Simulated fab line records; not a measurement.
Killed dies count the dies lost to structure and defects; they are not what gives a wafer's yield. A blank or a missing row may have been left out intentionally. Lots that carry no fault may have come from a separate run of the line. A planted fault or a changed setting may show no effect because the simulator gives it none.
fab line records ; flow nandHarc
record lots=6; wafers=18; lastDay=30
route steps=1302 shown P_M1@297 END@1302
lots untouched by any fault: they come from a run of this same line in which no faults occurred
startH: start of the lot's first displayed wafer, in hours after the record's first day ; waitH: hours since the lot's step before ; " the same as in the row above ; L1.1+2: a row that stands for several wafers ; - no value, or no start was given ; * or withheld: withheld ; < > ~ a bound
route shown NAME@n: NAME is a module with steps in the file, n the number in the route of the first one ; usual: mean/standard deviation of fault-free wafers ; same: alike in all rows ; chamber/n: place in a boat ; sites: readings site by site ; _std_site: standard deviation across them ; _edge_site: outer sites' mean less inner sites' ; radiusMm: how far each site lies from the wafer's centre ; mask NAME#n: copy n ; behind: the tool/chamber that last shaped the wafer ; hold: why the lot was held/for how many hours/how that ended ; device: names the non-switching transistor (n, p or np) ; end of line: tests of these same wafers at the route's end ; for a step that has no rows: nothing shown but its recipe ; killed: count of dies lost to structure and defects at first sort (not the wafer's yield) ; map: per-die view of a wafer (x killed, . not killed, _ where there is no die)
set.NAME: the setting the step ran with; set.NAME@STEP: the setting that earlier step ran with ; model.NAME: the simulator's own value behind a step, which no gauge read
a table for each step, a row for each wafer; lots at some steps of the route
services: when a tool's chamber went out of use (startH, in hours from the record's first day, below 0 if earlier), for how many hours, and the reason
## steps
# step NHARC_P_M1_INSPECT_11
# usual rawDefectCount=5/3.1
lot.wafer;tool;chamber;startH;waitH;rawDefectCount
L471.2;defectInspect-02;-;128.36;0.0;5
L471.3;defectInspect-02;-;128.36;0.0;2
L471.4;defectInspect-02;-;128.36;0.0;5
L481.1;defectInspect-01;-;225.57;0.0;5
L481.2;defectInspect-01;-;225.57;0.0;4
L481.5;defectInspect-01;-;225.57;0.0;4
L482.1;defectInspect-02;-;234.13;0.0;4
L482.2;defectInspect-02;-;234.13;0.0;4
L482.4;defectInspect-02;-;234.13;0.0;4
L485.1;defectInspect-02;-;270.35;0.0;11
L485.2;defectInspect-02;-;270.35;0.0;5
L485.3;defectInspect-02;-;270.35;0.0;14
L487.1;defectInspect-01;-;295.04;0.0;1
L487.3;defectInspect-01;-;295.04;0.0;1
L487.6;defectInspect-01;-;295.04;0.0;4
L488.1;defectInspect-01;-;297.18;0.0;2
L488.4;defectInspect-01;-;297.18;0.0;10
L488.6;defectInspect-01;-;297.18;0.0;1
# step NHARC_P_M1_DESCUM_14
# recipe timeS=3; o2FlowSccm=200; arFlowSccm=0; biasPowerW=0; chemistry=O2
# usual chamberPressureMTorr=60.01/0.054; drypumpMotorCurrentA=5.8/0.36; oesProductAu=0.999/0.0076; rfVppV=57.8/0.88; showerheadPlenumPTorr=1.94/0.085; throttleValvePct=11.311/0.0092
# same timeS=3
lot.wafer;tool;chamber;startH;waitH;chamberPressureMTorr;drypumpMotorCurrentA;oesProductAu;rfHoursCounterH;rfVppV;showerheadPlenumPTorr;throttleValvePct
L471.2;rieDiel-11;0;128.42;0.1;60.07;6.2;1.007;4;56.1;1.78;11.302
L471.4;rieDiel-11;1;128.42;0.1;59.94;5.6;0.998;4;58.2;1.99;11.304
L471.3;rieDiel-11;3;128.42;0.1;60.01;5.4;1.001;3;56.3;1.96;11.321
L481.1;rieDiel-11;1;225.63;0.1;59.99;5.6;1.005;11;58.2;1.99;11.321
L481.2;rieDiel-11;0;225.63;0.1;60.06;6.1;1.009;12;57.2;1.77;11.313
L481.5;rieDiel-11;2;225.63;0.1;59.97;6.1;0.998;-;57.7;2.03;11.302
L482.2;rieDiel-01;3;234.19;0.1;60.01;5.4;1.001;1;57.9;1.99;11.310
L482.4;rieDiel-01;0;234.19;0.1;60.04;5.6;0.999;1;55.4;1.90;11.295
L482.1;rieDiel-01;1;234.19;0.1;59.92;6.5;1.007;1;56.7;1.94;11.311
L485.1;rieDiel-11;3;270.42;0.1;59.98;5.4;0.995;0;58.4;1.95;11.316
L485.2;rieDiel-11;0;270.42;0.1;60.13;6.1;1.001;0;57.4;1.77;11.306
L485.3;rieDiel-11;1;270.42;0.1;60.00;5.6;0.996;0;58.2;1.99;11.310
L487.1;rieDiel-11;1;295.10;0.1;59.90;5.6;0.985;4;58.6;1.99;11.321
L487.3;rieDiel-11;2;295.10;0.1;60.09;6.1;1.010;-;56.8;2.03;11.311
L487.6;rieDiel-11;1;295.10;0.1;59.94;5.6;1.001;-;57.9;1.99;11.308
L488.1;rieDiel-01;3;297.25;0.1;60.06;5.3;1.001;4;59.8;1.99;11.340
L488.4;rieDiel-01;0;297.25;0.1;59.97;5.5;1.019;4;58.0;1.90;11.311
L488.6;rieDiel-01;2;297.25;0.1;60.03;5.9;1.013;-;57.7;1.91;11.304
# step NHARC_P_M1_ETCH_35
# recipe targetDepthA=400; overetchA=120; timeS=43.94; ionEnergyEv=200; n2FlowSccm=150; h2FlowSccm=150; arFlowSccm=0; rfW=400; biasW=150; chemistry=N2/H2
# usual chamberPressureMTorr=30.001/0.029; drypumpMotorCurrentA=5.8/0.36; h2FlowSccm=150.0/0.47; n2FlowSccm=150.0/0.41; oesProductAu=0.998/0.0091; rfVppV=431.4/2.6; showerheadPlenumPTorr=2.07/0.089; throttleValvePct=14.171/0.0086
# same timeS=43.94
lot.wafer;tool;chamber;startH;waitH;chamberPressureMTorr;drypumpMotorCurrentA;h2FlowSccm;n2FlowSccm;oesProductAu;rfHoursCounterH;rfVppV;showerheadPlenumPTorr;throttleValvePct
L471.3;rieDiel-11;0;128.50;0.1;29.941;6.1;151.0;150.1;0.992;4;425.6;1.89;14.175
L471.2;rieDiel-11;2;128.50;0.1;30.021;6.1;149.7;150.1;0.997;3;434.1;2.17;14.178
L471.4;rieDiel-11;3;128.50;0.1;30.060;5.4;150.0;150.1;0.992;3;431.9;2.09;14.175
L481.2;rieDiel-11;2;225.72;0.1;29.973;6.1;150.4;150.3;0.993;10;435.0;2.17;14.178
L481.1;rieDiel-11;3;225.72;0.1;29.995;5.5;149.6;150.1;0.991;11;431.7;2.08;14.168
L481.5;rieDiel-11;1;225.72;0.1;29.963;5.6;149.9;150.0;0.993;-;431.1;2.12;14.164
L482.4;rieDiel-01;3;234.28;0.1;30.044;5.4;149.9;150.5;1.008;1;432.4;2.12;14.160
L482.2;rieDiel-01;0;234.28;0.1;30.030;5.6;149.4;150.1;1.012;1;430.1;2.03;14.161
L482.1;rieDiel-01;2;234.28;0.1;30.011;5.9;148.8;150.7;1.013;1;428.0;2.03;14.161
L485.3;rieDiel-11;0;270.49;0.1;30.005;6.1;149.8;150.5;1.004;0;426.4;1.89;14.165
L485.1;rieDiel-11;1;270.49;0.1;30.021;5.6;149.7;149.2;0.997;0;433.4;2.12;14.183
L485.2;rieDiel-11;2;270.49;0.1;29.955;6.1;150.8;150.3;0.997;0;435.2;2.17;14.164
L487.1;rieDiel-11;1;295.24;0.1;30.031;5.6;149.4;150.0;0.990;4;431.3;2.12;14.169
L487.3;rieDiel-11;1;295.24;0.1;29.986;5.6;149.5;149.3;0.990;-;433.7;2.12;14.166
L487.6;rieDiel-11;2;295.24;0.1;29.984;6.1;150.6;150.4;0.995;-;433.4;2.17;14.166
L488.4;rieDiel-01;3;297.32;0.1;29.985;5.4;150.9;150.2;1.005;4;432.6;2.12;14.172
L488.1;rieDiel-01;1;297.32;0.1;30.042;6.5;150.7;150.4;1.017;4;432.8;2.07;14.185
L488.6;rieDiel-01;3;297.32;0.1;30.037;5.4;150.9;149.6;1.001;-;432.2;2.12;14.179
# step NHARC_P_M1_ETCH_15
# recipe targetDepthA=1825; timeS=91.2; c4f8FlowSccm=withheld; arFlowSccm=400; rfW=600; biasW=300; chemistry=C4F8/Ar
# step NHARC_P_M1_CD_MEAS_16
# usual cdNm=130.0/0.63
lot.wafer;tool;chamber;startH;waitH;cdNm
L471.2;cdSem-01;-;128.73;-;130.4
L471.3;cdSem-01;-;128.73;-;129.7
L471.4;cdSem-01;-;128.73;-;129.4
L481.1;cdSem-02;-;225.94;-;129.2
L481.2;cdSem-02;-;225.94;-;129.1
L481.5;cdSem-02;-;225.94;-;128.7
L482.1;cdSem-02;-;234.49;-;130.0
L482.2;cdSem-02;-;234.49;-;130.0
L482.4;cdSem-02;-;234.49;-;128.7
L485.1;cdSem-01;-;270.72;-;130.5
L485.2;cdSem-01;-;270.72;-;130.2
L485.3;cdSem-01;-;270.72;-;130.2
L487.1;cdSem-03;-;295.54;0.2;129.9
L487.3;cdSem-03;-;295.54;0.2;129.7
L487.6;cdSem-03;-;295.54;0.2;129.7
L488.1;cdSem-01;-;297.71;-;129.3
L488.4;cdSem-01;-;297.71;-;128.1
L488.6;cdSem-01;-;297.71;-;129.6
# step NHARC_P_M1_STRIP_18
# recipe powerW=1000; n2FlowSccm=150; h2FlowSccm=150; arFlowSccm=0; biasW=0; chemistry=N2/H2
# usual chamberPressureMTorr=29.995/0.026; drypumpMotorCurrentA=5.8/0.44; h2FlowSccm=150.0/0.41; n2FlowSccm=150.0/0.38; oesProductAu=1.001/0.0087; rfVppV=90.6/0.97; showerheadPlenumPTorr=2.05/0.067; throttleValvePct=14.172/0.0092
lot.wafer;tool;chamber;startH;waitH;chamberPressureMTorr;drypumpMotorCurrentA;h2FlowSccm;n2FlowSccm;oesProductAu;rfHoursCounterH;rfVppV;showerheadPlenumPTorr;throttleValvePct
L471.4;rieDiel-11;1;128.84;0.1;29.989;5.6;150.2;150.1;1.002;4;89.9;2.12;14.176
L471.3;rieDiel-11;2;128.84;0.1;30.017;6.1;150.0;150.2;1.002;3;89.5;2.17;14.188
L471.2;rieDiel-11;3;128.84;0.1;29.988;5.4;149.7;150.0;0.982;3;91.0;2.09;14.180
L481.1;rieDiel-01;2;226.04;0.1;29.977;5.9;150.0;151.2;1.003;1;92.2;2.03;14.169
L481.2;rieDiel-01;0;226.04;0.1;30.018;5.5;149.7;150.1;0.999;0;90.1;2.03;14.172
L481.5;rieDiel-01;1;226.04;0.1;29.993;6.5;150.6;150.2;1.012;-;92.3;2.07;14.164
L482.2;rieDiel-01;3;234.57;0.1;30.026;5.4;150.3;150.0;1.002;1;92.2;2.12;14.177
L482.1;rieDiel-01;1;234.57;0.1;30.015;6.5;150.8;149.8;1.006;1;90.1;2.07;14.173
L482.4;rieDiel-01;2;234.57;0.1;30.028;5.9;149.8;149.4;1.000;1;90.9;2.03;14.162
L485.2;rieDiel-01;1;270.79;0.1;29.985;6.5;150.3;150.8;1.008;2;90.5;2.07;14.172
L485.1;rieDiel-01;2;270.79;0.1;30.027;6.0;150.0;150.4;1.002;3;89.6;2.03;14.176
L485.3;rieDiel-01;0;270.79;0.1;29.998;5.5;149.6;149.1;1.017;2;89.5;2.03;14.179
L487.3;rieDiel-01;0;295.62;0.1;29.987;5.5;149.8;150.2;1.010;4;89.6;2.03;14.176
L487.1;rieDiel-01;3;295.62;0.1;30.005;5.4;149.4;149.9;1.008;4;90.4;2.12;14.172
L487.6;rieDiel-01;1;295.62;0.1;30.027;6.5;149.9;149.1;1.004;-;91.1;2.07;14.174
L488.4;rieDiel-01;3;297.81;0.1;29.995;5.4;149.5;149.5;1.002;5;89.9;2.12;14.182
L488.1;rieDiel-01;1;297.81;0.1;30.051;6.5;149.3;149.8;1.003;5;90.4;2.07;14.169
L488.6;rieDiel-01;2;297.81;0.1;29.992;5.9;149.3;150.4;1.008;-;90.1;2.03;14.165
# step NHARC_P_M1_ETCH_28
# recipe targetDepthA=300; overEtchFrac=0.3; timeS=72.99; ionEnergyEv=150; cf4FlowSccm=50; n2FlowSccm=100; arFlowSccm=150; rfW=300; biasW=100; chemistry=CF4/N2
# step NHARC_P_M1_STRIP_19
# recipe timeS=600; tempC=30; chemistry=postEtchResidueRemover
# step NHARC_P_M1_DEGAS_29
# recipe tempC=250; timeS=60
# usual heaterPowerW=344/29
# same timeS=60
lot.wafer;tool;chamber;startH;waitH;heaterPowerW
L471.3;pvdSputter-02;-;129.45;-;369
L471.2;pvdSputter-02;-;129.45;-;331
L471.4;pvdSputter-02;-;129.45;-;308
L481.1;pvdSputter-02;-;226.65;-;362
L481.2;pvdSputter-02;-;226.65;-;334
L481.5;pvdSputter-02;-;226.65;-;362
L482.2;pvdSputter-03;-;235.21;-;366
L482.1;pvdSputter-03;-;235.21;-;355
L482.4;pvdSputter-03;-;235.21;-;343
L485.1;pvdSputter-03;-;271.43;-;344
L485.3;pvdSputter-03;-;271.43;-;373
L485.2;pvdSputter-03;-;271.43;-;371
L487.3;pvdSputter-02;-;296.25;-;312
L487.1;pvdSputter-02;-;296.25;-;355
L487.6;pvdSputter-02;-;296.25;-;316
L488.4;pvdSputter-03;-;298.44;-;350
L488.1;pvdSputter-03;-;298.44;-;375
L488.6;pvdSputter-03;-;298.44;-;345
# step NHARC_P_M1_PRE_CLEAN_30
# recipe timeS=30; tempC=280; gas=H2/He
# usual heaterPowerW=419/34
# same timeS=30
lot.wafer;tool;chamber;startH;waitH;heaterPowerW
L471.3;pvdSputter-02;-;-;-;405
L471.2;pvdSputter-02;-;-;-;377
L471.4;pvdSputter-02;-;-;-;455
L481.1;pvdSputter-02;-;-;-;420
L481.2;pvdSputter-02;-;-;-;434
L481.5;pvdSputter-02;-;-;-;369
L482.4;pvdSputter-03;-;-;-;447
L482.1;pvdSputter-03;-;-;-;423
L482.2;pvdSputter-03;-;-;-;442
L485.1;pvdSputter-03;-;-;-;420
L485.3;pvdSputter-03;-;-;-;456
L485.2;pvdSputter-03;-;-;-;428
L487.3;pvdSputter-02;-;-;-;432
L487.1;pvdSputter-02;-;-;-;432
L487.6;pvdSputter-02;-;-;-;441
L488.4;pvdSputter-03;-;-;-;455
L488.1;pvdSputter-03;-;-;-;446
L488.6;pvdSputter-03;-;-;-;447
# step NHARC_P_M1_PVD_20
# recipe targetThkA=50; biasV=168.6; powerW=15000; chamberPressurePa=0.12; timeS=8.06; substrateTempC=50; material=TaN
# step NHARC_P_M1_PVD_21
# recipe targetThkA=300; chamberPressurePa=5; powerW=5000; substrateTempC=30; timeS=20.49; material=Cu
# step NHARC_P_M1_ECD_22
# recipe targetThkA=4000; bathTempC=25; material=Cu
lot.wafer;tool;chamber;startH;waitH
L471.2+4+3;ecdCu-02;1,0,1;129.86;-
L481.1+2+5;ecdCu-01;1,0,1;227.01;-
L482.1+2+4;ecdCu-01;0,1,1;235.57;-
L485.1+2+3;ecdCu-01;0,1,0;271.79;-
L487.1+3+6;ecdCu-02;1,0,0;296.69;-
L488.1+4+6;ecdCu-01;1,1,0;298.81;-
# step NHARC_P_M1_ANNEAL_31
# recipe tempC=225; timeS=90
# step NHARC_P_M1_CMP_23
# recipe tOverpolishS=20; targetThkNm=157.82
# usual motorCurrentA=12.3/1.2; padLifeWafers=145/85; slurryFlowMlMin=150.0/0.46; timeToEndpointS=28.1/2.1
lot.wafer;tool;chamber;startH;waitH;motorCurrentA;padLifeWafers;slurryFlowMlMin;timeToEndpointS
L471.3;cmp-04;1;130.53;-;11.6;60;150.1;29.7
L471.4;cmp-04;2;130.53;-;12.7;61;150.5;31.2
L471.2;cmp-04;0;130.53;-;12.7;63;150.0;30.7
L481.2;cmp-01;3;227.89;-;12.5;120;150.5;26.0
L481.1;cmp-01;1;227.89;-;13.4;122;151.1;28.6
L481.5;cmp-01;0;227.89;-;11.8;-;150.4;27.6
L482.2;cmp-04;0;236.33;-;12.1;73;150.2;27.9
L482.4;cmp-04;1;236.33;-;11.1;74;150.5;29.0
L482.1;cmp-04;2;236.33;-;12.4;75;149.9;27.2
L485.3;cmp-02;3;272.55;-;12.0;127;150.2;29.0
L485.2;cmp-02;0;272.55;-;9.1;128;149.6;14.4
L485.1;cmp-02;1;272.55;-;12.9;129;150.2;28.1
L487.3;cmp-02;3;297.36;-;12.8;210;149.9;26.2
L487.1;cmp-02;0;297.36;-;9.0;211;150.1;27.1
L487.6;cmp-02;0;297.36;-;8.7;-;149.6;27.1
L488.1;cmp-04;1;299.69;-;11.6;314;149.8;29.2
L488.4;cmp-04;2;299.69;-;12.3;315;151.1;28.1
L488.6;cmp-04;3;299.69;-;13.1;-;150.2;15.2
# step NHARC_P_M1_THK_MEAS_24
# recipe thkMeasGauge=xrf
# usual thkNm=157.7/1.2
lot.wafer;tool;chamber;startH;waitH;thkNm
L471.2;filmMetro-02;-;130.85;-;159.5
L471.3;filmMetro-02;-;130.85;-;158.2
L471.4;filmMetro-02;-;130.85;-;156.6
L481.1;filmMetro-01;-;228.21;-;158.3
L481.2;filmMetro-01;-;228.21;-;156.4
L481.5;filmMetro-01;-;228.21;-;156.9
L482.1;filmMetro-01;-;236.61;-;156.5
L482.2;filmMetro-01;-;236.61;-;158.2
L482.4;filmMetro-01;-;236.61;-;157.2
L485.1;filmMetro-01;-;272.83;-;155.5
L485.2;filmMetro-01;-;272.83;-;158.5
L485.3;filmMetro-01;-;272.83;-;155.8
L487.1;filmMetro-01;-;297.67;-;157.6
L487.3;filmMetro-01;-;297.67;-;158.5
L487.6;filmMetro-01;-;297.67;-;157.5
L488.1;filmMetro-01;-;299.95;-;157.8
L488.4;filmMetro-01;-;299.95;-;159.8
L488.6;filmMetro-01;-;299.95;-;158.4
# step NHARC_END_SORT_01
# recipe tempC=25
# usual defectLimitedYield=91.6/2.6; killedAtArray=51/17; killedAtOther=1.6/2.1; killedAtPeriphery=4/3.2; killedDies=57/18; killedOpen=2.9/1.7; killedShort=2.3/1.3; sort_bin_2_pct=3.0/1.2; sort_bin_3_pct=0.7/0.43; sort_bin_4_pct=4.7/1.4; sortNPass=620/18; sortRimYieldPct=87/4.8; sortYieldPct=91.6/2.6
# same grossDies=677; sort_bin_5_pct[%]=0; sort_bin_6_pct[%]=0; sort_bin_7_pct[%]=0; sort_bin_8_pct[%]=0; sortRimNGross=106.00
lot.wafer;tool;chamber;startH;waitH;defectLimitedYield[%];killedAtArray;killedAtOther;killedAtPeriphery;killedDies;killedOpen;killedShort;sort_bin_2_pct[%];sort_bin_3_pct[%];sort_bin_4_pct[%];sortNPass;sortRimYieldPct[%];sortYieldPct[%]
L471.2;prober-01;0;568.37;2.8;90.3;63;0;3;66;3;1;3.2;0.4;6.1;611;86;90.3
L471.3;prober-01;0;569.19;3.2;92.0;51;0;3;54;2;3;3.2;0.3;4.4;623;88;92.0
L471.4;prober-01;0;570.01;3.5;89.8;63;2;4;69;4;3;3.5;0.3;6.4;608;87;89.8
L488.1;prober-02;0;705.94;2.5;91.7;54;0;2;56;3;2;2.5;0.6;5.2;621;85;91.7
L488.4;prober-02;0;708.34;3.4;92.8;44;0;5;49;2;4;3.2;0.4;3.5;628;88;92.8
L488.6;prober-02;0;709.94;4.0;93.4;45;0;0;45;2;3;3.5;0.6;2.5;632;92;93.4
L485.1;prober-01;0;705.97;2.5;94.8;26;0;9;35;4;2;1.5;0.3;3.4;642;92;94.8
L485.2;prober-01;0;706.78;2.8;96.0;20;2;5;27;3;1;1.2;0.1;2.7;650;99;96.0
L485.3;prober-01;0;707.58;3.1;95.4;20;0;11;31;5;1;0.7;0.1;3.7;646;98;95.4
L487.1;prober-02;0;715.24;2.5;89.5;67;3;1;71;4;1;3.5;1.2;5.8;606;87;89.5
L487.3;prober-02;0;716.87;3.1;90.7;60;3;0;63;0;2;3.1;0.9;5.3;614;81;90.7
L487.6;prober-02;0;719.32;4.1;91.0;59;0;2;61;2;3;3.5;1.2;4.3;616;82;91.0
# killed by level:class
L471.2 A_CHANNEL_HOLE_D1:chamberFilmFlake=26 A_SLIT:chamberFilmFlake=12 A_CHANNEL_HOLE_D2:chamberFilmFlake=5 A_CONTACT:chamberFilmFlake=5 A_ZERO_WELL:chamberFilmFlake=3 A_CHANNEL_FILL_D1:chamberFilmFlake=2 A_STAIRCASE:chamberFilmFlake=2 A_CONTACT:unspecified=2
L471.3 A_CHANNEL_HOLE_D1:chamberFilmFlake=23 A_SLIT:chamberFilmFlake=12 A_CONTACT:chamberFilmFlake=4 A_CHANNEL_HOLE_D2:chamberFilmFlake=3 A_CHANNEL_FILL_D1:chamberFilmFlake=2 A_DECK1_JOINT:chamberFilmFlake=2 P_M0:geometricParticle:open=1 A_SOURCE_PLATE:geometricParticle:short=1
L471.4 A_CHANNEL_HOLE_D1:chamberFilmFlake=25 A_SLIT:chamberFilmFlake=18 A_CHANNEL_FILL_D1:chamberFilmFlake=5 A_ZERO_WELL:chamberFilmFlake=4 A_CHANNEL_HOLE_D2:chamberFilmFlake=4 A_CONTACT:chamberFilmFlake=2 P_GATE:geometricParticle:open=1 P_CONTACT:geometricParticle:short=1
L488.1 A_SLIT:chamberFilmFlake=24 A_CHANNEL_HOLE_D2:chamberFilmFlake=15 A_CHANNEL_FILL_D1:chamberFilmFlake=6 A_CONTACT:chamberFilmFlake=3 A_M0:geometricParticle:open=2 P_GATE:chamberFilmFlake=2 A_ONON_D1:geometricParticle:short=1 A_CHANNEL_FILL_D1:geometricParticle:open=1
L485.1 A_CHANNEL_HOLE_D1:chamberFilmFlake=9 P_GATE:chamberFilmFlake=6 A_CONTACT:chamberFilmFlake=6 A_SLIT:chamberFilmFlake=4 A_ONON_D2:geometricParticle:open=2 P_M1:chamberFilmFlake=2 P_CONTACT:geometricParticle:open=1 A_ONON_D1:geometricParticle:short=1
L485.2 A_CONTACT:chamberFilmFlake=5 P_GATE:chamberFilmFlake=3 A_CHANNEL_HOLE_D1:chamberFilmFlake=3 A_STAIRCASE:chamberFilmFlake=3 A_SOURCE_PLATE:geometricParticle:open=2 A_SLIT:chamberFilmFlake=2 A_M1:chamberFilmFlake=2 THIN_TSV:chamberFilmFlake=2
L485.3 P_GATE:chamberFilmFlake=7 A_CHANNEL_HOLE_D1:chamberFilmFlake=7 A_CONTACT:chamberFilmFlake=5 P_M1:chamberFilmFlake=2 A_SLIT:chamberFilmFlake=2 P_GATE:geometricParticle:open=1 P_CONTACT:geometricParticle:open=1 A_DECK1_JOINT:geometricParticle:open=1
L488.4 A_SLIT:chamberFilmFlake=19 A_CHANNEL_HOLE_D1:chamberFilmFlake=8 A_CHANNEL_HOLE_D2:chamberFilmFlake=7 P_GATE:chamberFilmFlake=4 A_CHANNEL_FILL_D1:geometricParticle:short=2 A_CHANNEL_FILL_D1:chamberFilmFlake=2 P_CONTACT:geometricParticle:short=1 A_CHANNEL_FILL_D1:geometricParticle:open=1
L488.6 A_SLIT:chamberFilmFlake=19 A_CHANNEL_HOLE_D2:chamberFilmFlake=8 A_CHANNEL_HOLE_D1:chamberFilmFlake=4 A_CHANNEL_FILL_D1:chamberFilmFlake=3 A_CHANNEL_FILL_D2:chamberFilmFlake=3 A_STAIRCASE:chamberFilmFlake=2 A_ONON_D1:geometricParticle:open=1 A_CHANNEL_FILL_D1:geometricParticle:short=1
L487.1 A_CHANNEL_HOLE_D1:chamberFilmFlake=33 A_SLIT:chamberFilmFlake=24 A_CHANNEL_FILL_D2:chamberFilmFlake=3 A_CONTACT:chamberFilmFlake=2 THIN_TSV:chamberFilmFlake=2 P_GATE:geometricParticle:open=1 A_CHANNEL_FILL_D2:geometricParticle:open=1 A_BLC:geometricParticle:open=1
L487.3 A_CHANNEL_HOLE_D1:chamberFilmFlake=25 A_SLIT:chamberFilmFlake=24 A_CONTACT:chamberFilmFlake=5 THIN_TSV:chamberFilmFlake=3 A_SOURCE_PLATE:geometricParticle:short=1 A_CHANNEL_FILL_D2:geometricParticle:short=1 A_ZERO_WELL:chamberFilmFlake=1 A_CHANNEL_FILL_D2:chamberFilmFlake=1
L487.6 A_CHANNEL_HOLE_D1:chamberFilmFlake=30 A_SLIT:chamberFilmFlake=22 A_CONTACT:chamberFilmFlake=2 P_M0:geometricParticle:short=1 P_M1:geometricParticle:short=1 A_CHANNEL_FILL_D1:geometricParticle:open=1 A_WL_FILL:geometricParticle:short=1 A_M0:geometricParticle:open=1
## services
tool;chamber;startH;hours;kind
rieDiel-11;1;106.06;2.8;repair
cmp-04;-;111.00;4.0;pm
cmp-04;-;123.01;0.9;repair
rieDiel-11;0;154.96;1.4;repair
cmp-04;-;160.26;4.4;repair
ecdCu-01;-;163.47;8.0;pm
pvdSputter-03;-;177.59;10.0;pm
rieDiel-11;1;188.05;3.1;repair
pvdSputter-03;-;188.46;6.7;repair
cmp-04;-;200.95;0.8;repair
rieDiel-01;-;203.91;9.0;pm
cmp-04;-;206.74;0.7;repair
cmp-04;-;209.00;4.0;pm
cmp-04;-;219.20;0.8;repair
ecdCu-01;-;240.04;2.5;repair
rieDiel-01;0;249.73;2.6;repair
cmp-04;-;251.82;1.4;repair
pvdSputter-03;-;254.17;5.1;repair
rieDiel-01;-;255.05;2.3;repair
rieDiel-11;-;255.50;9.0;pm
pvdSputter-02;-;282.00;10.0;pm
rieDiel-11;0;288.89;7.0;repair
rieDiel-11;3;291.10;7.6;repair
ecdCu-01;-;298.31;0.5;repair
## key
firstSign step=NHARC_P_M1_CMP_23; reading=timeToEndpointS; direction=down; sigmas=6.4; usual=*; struck=*
effect none on later readings
metAt NHARC_P_M1_ECD_22
struckWafers L485.2,L488.6
onsetBetween 235.57 271.79
fault kind=processParameterDrift; tool=ecdCu-01; chamber=-; onsetH=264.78; steps=NHARC_P_M1_ECD_22; channel=targetThkA; offset=*; shape=step; endH=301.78; scope=struckWafersOnly; actsIn=*; stated=*
